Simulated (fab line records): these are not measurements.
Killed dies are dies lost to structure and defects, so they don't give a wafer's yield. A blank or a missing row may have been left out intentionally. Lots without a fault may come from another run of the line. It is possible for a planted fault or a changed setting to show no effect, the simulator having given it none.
Matching of chambers	flow n5-finfet	N5_BEOL_M12_ETCH_67 on rie-diel-02 has 4 sister chambers
The step etches SiARC in CF4, target depth 143 nm, time 238.3 s. 7 wafers are shown with their chamber, then 7 later ones without.

EACH WAFER AND ITS CHAMBER
wafer	chamber	showerhead-plenum-p-Torr (Torr)	drypump-motor-current-A (A)
L075.2	0	2.03	5.3
L075.6	1	2.20	6.3
L079.6	0	2.03	5.3
L082.2	2	2.19	5.3
L082.6	3	2.12	5.6
L085.1	2	2.19	5.2
L085.4	3	2.11	5.6

WAFERS WITH NO CHAMBER GIVEN
wafer	showerhead-plenum-p-Torr (Torr)	drypump-motor-current-A (A)
L085.6	2.19	6.2
L087.1	2.11	5.6
L087.4	2.18	5.2
L087.5	2.19	6.2
L090.1	2.18	5.2
L090.2	2.19	6.2
L090.5	2.11	5.6

EACH ONE'S CHAMBER
wafer	from the rows above	in truth
L085.6	1	1
L087.1	3	3
L087.4	2	2
L087.5	1	1
L090.1	2	2
L090.2	1	1
L090.5	3	3
7 of 7 placed correctly. From these rows, 0 cannot be placed. Number placed wrongly: 0.
How it was worked out, from the rows above alone: a wafer's distance from a chamber is the root of the sum, over the readings, of the square of ((its reading less the chamber's mean) divided by the reading's scatter). If the next closest chamber is less than 2 further off than the closest, the wafer can't be placed; otherwise it belongs to the closest. The mean given for a chamber averages the wafers shown for that chamber. The scatter is the square root of a quotient: the sum, over the shown wafers, of each reading's squared deviation from its chamber's mean, divided by wafers minus chambers.
